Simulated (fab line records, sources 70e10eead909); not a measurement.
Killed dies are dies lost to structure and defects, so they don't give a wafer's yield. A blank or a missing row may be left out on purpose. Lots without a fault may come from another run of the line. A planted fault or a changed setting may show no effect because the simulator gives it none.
fab line records | flow nand_harc
record lots=11 wafers=33 last_day=33
route steps=1302 shown A_CHANNEL_HOLE_D1@461 END@1302
lots that met no fault: from a run of the same line without faults
start_h: hours from the record's first day to the start of the lot's first wafer shown | wait_h: hours since the lot's step before | " the same as in the row above | L1.1+2: a row that stands for several wafers | - no value, or no start given | * or withheld: withheld | < > ~ a bound
route shown NAME@n: a module of which the file shows steps, and the number in the route of the first | usual: mean/standard deviation of fault-free wafers | same: alike in all rows | chamber/n: place in a boat | sites: the reading at each site | _std_site: their standard deviation | _edge_site: outer sites' mean less inner sites' | radius_mm: how far each site lies from the wafer's centre | mask NAME#n: copy n | behind: the tool/chamber that last shaped the wafer | hold: why the lot was held/for how many hours/how that ended | device: the transistor (n, p or np) that didn't switch | end of line: the same wafers' tests at the end of the route | a step without rows: its recipe alone | killed: dies lost to structure and defects at the first sort, not the wafer's yield | map: a wafer's dies, x killed, . not, _ none there
set.NAME: the setting as run; set.NAME@STEP: as run at that earlier step | model.NAME: the simulator's own value behind a step, which no gauge read
steps of the route over a sample of lots; a table a step, a row a wafer
services: from which hour (start_h, from the record's first day; less than 0 if before it) a tool's chamber was out of use, for how many hours, and why
## steps
# step NHARC_A_CHANNEL_HOLE_D1_DEVELOP_09
# recipe develop_time_s=35 dev_temp_c=23
# usual developer_temp_C=23.01/0.098
# columns lot.wafer tool chamber start_h wait_h developer_temp_C
L326.1 litho_track-01 0 180 - 22.99
L326.2 " 0 " " 22.91
L326.5 " 0 " " 23.09
L328.1 litho_track-04 0 200 - 23.12
L328.2 " 0 " " 22.93
L328.3 " 0 " " 23.08
L329.1 litho_track-06 0 205 - 23.06
L329.2 " 0 " " 23.16
L329.6 " 0 " " 23.10
L331.2 litho_track-06 0 230 - 22.84
L331.4 " 0 " " 23.00
L331.5 " 0 " " 22.94
L335.3 litho_track-01 0 264 - 23.08
L335.4 " 0 " " 23.05
L335.6 " 0 " " 23.14
L336.4 litho_track-01 0 278 - 22.97
L336.5 " 0 " " 23.09
L336.6 " 0 " " 23.04
L338.3 litho_track-01 0 304 - 22.99
L338.4 " 0 " " 22.87
L338.5 " 0 " " 23.01
L345.1 litho_track-06 0 362 - 22.12
L345.2 " 0 " " 22.04
L345.4 " 0 " " 22.11
L346.3 litho_track-06 0 387 - 22.18
L346.4 " 0 " " 22.18
L346.6 " 0 " " 22.10
L347.1 litho_track-01 0 387 - 22.76
L347.2 " 0 " " 22.87
L347.4 " 0 " " 22.84
L348.2 litho_track-01 0 403 - 23.04
L348.3 " 0 " " 22.92
L348.6 " 0 " " 22.98
# step NHARC_A_CHANNEL_HOLE_D1_ETCH_38
# recipe target_depth_a=390 over_etch_frac=0.3 time_s=65 ion_energy_ev=80 cf4_flow_sccm=150 ar_flow_sccm=0 rf_w=300 bias_w=100 chemistry=CF4
# usual drypump_motor_current_A=6.1/0.35 oes_product_au=1.000/0.013 rf_vpp_V=151.5/1 showerhead_plenum_p_Torr=1.78/0.056 throttle_valve_pct=13.283/0.0092
# columns lot.wafer tool chamber start_h wait_h drypump_motor_current_A oes_product_au rf_hours_counter_h rf_vpp_V showerhead_plenum_p_Torr throttle_valve_pct
L326.2 rie_diel-01 3 181.10 0.1 5.6 1.008 14 151.8 1.80 13.284
L326.1 " 1 " " 6.6 0.991 15 151.2 1.79 13.278
L326.5 " 3 " " 5.6 1.010 - 152.6 1.80 13.290
L328.2 rie_diel-09 2 200.51 0.1 6.2 1.004 16 151.1 1.69 13.287
L328.1 " 0 " " 6.1 1.023 14 150.9 1.77 13.285
L328.3 " 1 " " 6.2 0.996 13 150.2 1.75 13.274
L329.1 rie_diel-09 0 205.50 0.1 6.0 1.017 15 151.4 1.77 13.294
L329.2 " 1 " " 6.2 0.989 14 151.1 1.75 13.277
L329.6 " 3 " " 5.9 0.999 - 150.8 1.78 13.278
L331.4 rie_diel-01 3 230.97 0.1 5.6 1.000 1 152.7 1.80 13.293
L331.2 " 2 " " 6.2 0.993 0 151.2 1.73 13.269
L331.5 " 0 " " 6.1 1.012 - 151.4 1.74 13.285
L335.4 rie_diel-01 3 264.90 0.1 5.6 1.003 5 151.8 1.80 13.286
L335.3 " 2 " " 6.2 0.989 4 151.2 1.73 13.282
L335.6 " 0 " " 6.1 1.023 - 149.5 1.74 13.284
L336.4 rie_diel-01 1 279.27 0.1 6.7 0.989 7 151.8 1.79 13.285
L336.5 " 3 " " 5.6 0.999 - 151.7 1.80 13.279
L336.6 " 0 " " 6.1 1.021 - 150.0 1.74 13.284
L338.4 rie_diel-01 1 304.81 0.1 6.6 1.001 9 152.0 1.79 13.278
L338.3 " 3 " " 5.6 0.988 8 153.5 1.80 13.282
L338.5 " 1 " " 6.6 0.990 - 149.2 1.79 13.292
L345.1 rie_diel-02 0 363.04 0.1 6.1 0.997 43 152.6 1.90 13.279
L345.2 " 2 " " 6.5 0.996 54 154.2 1.89 13.283
L345.4 " 0 " " 6.1 0.987 - 152.5 1.90 13.290
L346.4 rie_diel-09 0 387.79 0.1 6.0 0.995 20 151.2 1.75 13.274
L346.3 " 1 " " 6.2 1.008 13 151.6 1.73 13.271
L346.6 " 3 " " 5.8 1.003 - 150.7 1.77 13.300
L347.2 rie_diel-02 2 387.96 0.1 6.4 0.978 64 153.6 1.89 13.296
L347.1 " 3 " " 5.5 0.987 55 150.1 1.71 13.270
L347.4 " 3 " " 5.5 0.983 - 149.5 1.71 13.287
L348.2 rie_diel-01 0 403.42 0.1 6.1 1.017 1 150.1 1.73 13.295
L348.3 " 1 " " 6.6 1.021 1 152.0 1.78 13.270
L348.6 " 0 " " 6.1 1.020 - 150.7 1.73 13.286
# step NHARC_A_CHANNEL_HOLE_D1_ETCH_39
# recipe target_depth_a=2600 over_etch_frac=0.3 time_s=325 ion_energy_ev=200 n2_flow_sccm=150 h2_flow_sccm=150 ar_flow_sccm=0 rf_w=400 bias_w=150 chemistry=N2/H2
# usual drypump_motor_current_A=6.1/0.36 oes_product_au=0.998/0.013 rf_vpp_V=430.9/2.1 showerhead_plenum_p_Torr=2.05/0.072 throttle_valve_pct=14.171/0.0093
# columns lot.wafer tool chamber start_h wait_h drypump_motor_current_A oes_product_au rf_hours_counter_h rf_vpp_V showerhead_plenum_p_Torr throttle_valve_pct
L326.2 rie_diel-01 1 - - 6.7 0.995 15 431.8 2.07 14.187
L326.1 " 0 " " 6.1 1.024 14 429.8 2.00 14.172
L326.5 " 1 " " 6.6 0.993 - 431.9 2.07 14.166
L328.1 rie_diel-09 0 - - 6.0 1.031 14 430.6 2.04 14.166
L328.2 " 1 " " 6.2 0.995 13 429.7 2.01 14.191
L328.3 " 2 " " 6.1 1.016 16 427.4 1.94 14.159
L329.2 rie_diel-09 3 - - 5.8 1.000 17 430.7 2.06 14.176
L329.1 " 0 " " 6.0 1.016 15 431.6 2.04 14.175
L329.6 " 3 " " 5.9 0.989 - 430.5 2.06 14.175
L331.2 rie_diel-01 1 - - 6.6 0.991 2 432.1 2.07 14.165
L331.4 " 3 " " 5.6 0.988 2 431.6 2.08 14.172
L331.5 " 1 " " 6.6 0.992 - 429.7 2.07 14.176
L335.3 rie_diel-01 2 - - 6.2 0.988 4 429.6 1.99 14.178
L335.4 " 3 " " 5.6 1.001 5 430.9 2.08 14.181
L335.6 " 1 " " 6.6 1.001 - 429.9 2.06 14.163
L336.4 rie_diel-01 3 - - 5.6 0.989 6 433.2 2.08 14.177
L336.5 " 2 " " 6.2 0.992 - 428.4 1.99 14.181
L336.6 " 3 " " 5.6 0.994 - 430.5 2.08 14.148
L338.4 rie_diel-01 0 - - 6.1 1.007 9 430.8 2.00 14.175
L338.3 " 1 " " 6.6 0.993 9 429.7 2.06 14.170
L338.5 " 3 " " 5.6 0.996 - 431.2 2.08 14.169
L345.1 rie_diel-02 0 - - 6.1 1.002 43 433.8 2.20 14.181
L345.2 " 2 " " 6.5 0.987 54 434.1 2.20 14.161
L345.4 " 2 " " 6.5 0.998 - 434.9 2.20 14.168
L346.4 rie_diel-09 3 - - 5.8 0.998 17 430.3 2.04 14.180
L346.3 " 2 " " 6.1 0.997 16 428.2 1.92 14.184
L346.6 " 3 " " 5.8 1.009 - 430.9 2.04 14.160
L347.2 rie_diel-02 3 - - 5.5 1.010 55 430.2 1.97 14.182
L347.1 " 0 " " 6.1 1.008 48 434.8 2.20 14.179
L347.4 " 3 " " 5.5 0.995 - 428.4 1.97 14.167
L348.3 rie_diel-01 0 - - 6.1 1.025 1 430.5 1.99 14.168
L348.2 " 1 " " 6.7 1.006 1 431.0 2.06 14.191
L348.6 " 0 " " 6.1 1.019 - 430.0 1.99 14.174
# step NHARC_A_CHANNEL_HOLE_D1_ETCH_16
# recipe target_depth_a=31000 over_etch_frac=0.3 time_s=806 ion_energy_ev=150 o2_flow_sccm=400 cos_flow_sccm=20 ar_flow_sccm=0 rf_w=500 bias_w=300 chemistry=O2/COS
# usual drypump_motor_current_A=6.1/0.35 o2_flow_sccm=400.1/1.2 oes_product_au=0.998/0.012 rf_vpp_V=314.5/1.8 showerhead_plenum_p_Torr=3.14/0.1 throttle_valve_pct=28.331/0.0095
# columns lot.wafer tool chamber start_h wait_h drypump_motor_current_A o2_flow_sccm oes_product_au rf_hours_counter_h rf_vpp_V showerhead_plenum_p_Torr throttle_valve_pct
L326.1 rie_diel-01 2 - - 6.2 400.8 0.990 16 314.0 3.05 28.327
L326.2 " 3 " " 5.6 399.9 1.003 14 315.7 3.18 28.320
L326.5 " 3 " " 5.6 398.9 0.998 - 314.8 3.18 28.327
L328.1 rie_diel-09 3 - - 5.9 399.4 1.000 16 312.9 3.15 28.342
L328.3 " 0 " " 6.1 400.9 1.023 14 313.2 3.12 28.338
L328.2 " 2 " " 6.1 400.4 0.995 16 311.1 2.98 28.329
L329.1 rie_diel-09 0 - - 6.1 401.1 1.018 15 314.1 3.12 28.336
L329.2 " 3 " " 5.8 398.8 0.991 18 315.2 3.15 28.320
L329.6 " 1 " " 6.2 400.7 0.988 - 314.8 3.08 28.315
L331.2 rie_diel-01 2 - - 6.2 400.9 0.993 1 314.4 3.05 28.345
L331.4 " 3 " " 5.6 401.3 0.990 2 316.0 3.18 28.322
L331.5 " 3 " " 5.6 399.1 0.983 - 316.0 3.18 28.346
L335.3 rie_diel-01 1 - - 6.6 402.2 0.983 5 315.6 3.16 28.326
L335.4 " 3 " " 5.6 402.5 0.988 5 314.5 3.18 28.329
L335.6 " 2 " " 6.2 399.9 0.988 - 313.3 3.05 28.328
L336.4 rie_diel-01 1 - - 6.7 399.2 0.992 7 315.1 3.16 28.334
L336.6 " 0 " " 6.1 399.9 1.009 - 312.2 3.06 28.345
L336.5 " 1 " " 6.7 397.9 0.990 - 314.3 3.16 28.332
L338.3 rie_diel-01 2 - - 6.2 402.1 0.965 8 311.9 3.05 28.317
L338.4 " 0 " " 6.1 399.6 1.005 9 312.5 3.06 28.334
L338.5 " 1 " " 6.7 400.1 0.998 - 314.6 3.15 28.339
L345.2 rie_diel-02 1 - - 5.8 398.8 0.999 53 316.8 3.21 28.334
L345.1 " 0 " " 6.2 399.9 0.986 43 318.6 3.35 28.316
L345.4 " 2 " " 6.5 401.4 0.998 - 316.4 3.34 28.335
L346.3 rie_diel-09 0 - - 6.1 400.1 0.978 20 315.5 3.09 28.335
L346.4 " 2 " " 6.2 402.8 0.999 16 312.9 2.95 28.330
L346.6 " 0 " " 6.1 399.8 0.985 - 312.9 3.09 28.335
L347.1 rie_diel-02 2 - - 6.5 401.6 0.990 65 316.9 3.34 28.346
L347.2 " 0 " " 6.1 400.9 1.002 49 317.0 3.35 28.341
L347.4 " 0 " " 6.1 402.0 0.997 - 317.1 3.35 28.339
L348.3 rie_diel-01 3 - - 5.6 400.1 0.991 1 315.4 3.18 28.327
L348.2 " 2 " " 6.2 400.0 0.972 1 311.8 3.04 28.328
L348.6 " 3 " " 5.6 399.3 0.981 - 314.9 3.18 28.329
# step NHARC_END_SORT_01
# recipe temp_c=25
# usual killed_at_array=61/26 killed_at_other=0.8/1.1 killed_at_periphery=4.0/2.6 killed_dies=66/26 killed_open=3.1/1.7 killed_short=2.5/1.5
# same gross_dies=677
# columns lot.wafer tool chamber start_h wait_h killed_at_array killed_at_other killed_at_periphery killed_dies killed_open killed_short
L336.4 prober-01 0 667.89 3.4 48 1 4 53 5 2
L336.5 prober-01 0 668.69 3.7 50 0 2 52 0 2
L336.6 prober-01 0 669.50 4.0 54 0 3 57 3 3
L338.3 prober-02 0 719.99 3.1 64 1 1 66 2 5
L338.4 prober-02 0 720.79 3.4 69 0 0 69 3 3
L338.5 prober-02 0 721.58 3.7 58 1 2 61 4 4
# killed by level:class
L336.4 A_SLIT:chamber_film_flake=37 A_CONTACT:chamber_film_flake=4 P_GATE:chamber_film_flake=2 P_CONTACT:geometric_particle:open=1 P_M1:geometric_particle:open=1 A_DECK1_JOINT:geometric_particle:short=1 A_CONTACT:geometric_particle:open=1 A_M0:geometric_particle:open=1
L336.5 A_SLIT:chamber_film_flake=39 A_CONTACT:chamber_film_flake=3 P_STI:chamber_film_flake=2 A_CHANNEL_HOLE_D1:chamber_film_flake=2 A_CHANNEL_HOLE_D2:chamber_film_flake=2 A_CHANNEL_FILL_D1:geometric_particle:short=1 A_DECK1_JOINT:geometric_particle:short=1 A_STAIRCASE:chamber_film_flake=1
L336.6 A_SLIT:chamber_film_flake=40 A_CHANNEL_FILL_D2:geometric_particle:open=2 A_CHANNEL_HOLE_D1:chamber_film_flake=2 A_CONTACT:chamber_film_flake=2 A_CHANNEL_FILL_D1:geometric_particle:short=1 A_DECK1_JOINT:geometric_particle:short=1 A_WL_FILL:geometric_particle:short=1 A_M0:geometric_particle:open=1
L338.3 A_SLIT:chamber_film_flake=23 A_CHANNEL_HOLE_D2:chamber_film_flake=13 A_CONTACT:chamber_film_flake=9 A_CHANNEL_HOLE_D1:chamber_film_flake=6 A_STAIRCASE:chamber_film_flake=6 A_SOURCE_PLATE:geometric_particle:short=1 A_CHANNEL_HOLE_D1:geometric_particle:short=1 A_CHANNEL_FILL_D1:geometric_particle:open=1
L338.4 A_SLIT:chamber_film_flake=32 A_CHANNEL_HOLE_D2:chamber_film_flake=14 A_CHANNEL_HOLE_D1:chamber_film_flake=6 A_CONTACT:chamber_film_flake=5 A_CHANNEL_FILL_D1:geometric_particle:short=2 A_CHANNEL_FILL_D2:chamber_film_flake=2 A_STAIRCASE:chamber_film_flake=2 A_WL_FILL:chamber_film_flake=2
L338.5 A_SLIT:chamber_film_flake=26 A_CHANNEL_HOLE_D2:chamber_film_flake=9 A_CHANNEL_HOLE_D1:chamber_film_flake=5 A_STAIRCASE:chamber_film_flake=5 A_CONTACT:chamber_film_flake=4 P_GATE:geometric_particle:short=1 A_ONON_D1:geometric_particle:open=1 A_CHANNEL_FILL_D1:geometric_particle:open=1
## services
# columns tool chamber start_h hours kind
rie_diel-01 0 158.30 - clean
rie_diel-01 1 158.30 - clean
rie_diel-01 2 158.30 - clean
rie_diel-02 1 177.08 2.9 repair
litho_track-06 - 179.01 7.0 pm
rie_diel-02 1 196.36 6.5 repair
rie_diel-01 - 201.32 1.2 repair
litho_track-04 - 203.00 7.0 pm
rie_diel-01 - 203.80 9.0 pm
rie_diel-02 - 217.58 9.0 pm
rie_diel-02 3 246.38 3.0 repair
rie_diel-09 3 254.32 1.8 repair
rie_diel-02 2 264.36 3.1 repair
rie_diel-01 2 285.33 4.1 repair
rie_diel-02 0 286.10 6.8 repair
rie_diel-02 0 302.97 4.8 repair
rie_diel-09 - 320.18 9.0 pm
litho_track-01 - 330.01 7.0 pm
rie_diel-09 1 330.97 22.5 repair
rie_diel-09 2 336.18 2.1 repair
litho_track-06 - 354.01 7.0 pm
litho_track-04 - 378.00 7.0 pm
rie_diel-01 - 380.80 9.0 pm
rie_diel-02 - 394.58 9.0 pm
## key
first_sign step=NHARC_A_CHANNEL_HOLE_D1_DEVELOP_09 reading=developer_temp_C direction=down sigmas=9 usual=* struck=*
effect none on later readings
met_at NHARC_A_CHANNEL_HOLE_D1_DEVELOP_09
struck_lots L345,L346
tester_left_out L345,L346
not_acting_at NHARC_A_CHANNEL_HOLE_D1_ETCH_38,NHARC_A_CHANNEL_HOLE_D1_ETCH_39,NHARC_A_CHANNEL_HOLE_D1_ETCH_16
onset_between 230 362
fault kind=process_parameter_drift tool=litho_track-06 chamber=- onset_h=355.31 steps=NHARC_A_CHANNEL_HOLE_D1_DEVELOP_09 channel=dev_temp_c offset=* shape=step end_h=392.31 acts_in=* stated=*
# tester_left_out: of these lots the tester's yield and bins aren't shown, on N5 and GAA mostly nor the transistor test; their killed dies are dies lost to structure and defects alone, not to doping, threshold or leakage, so they don't give the yield
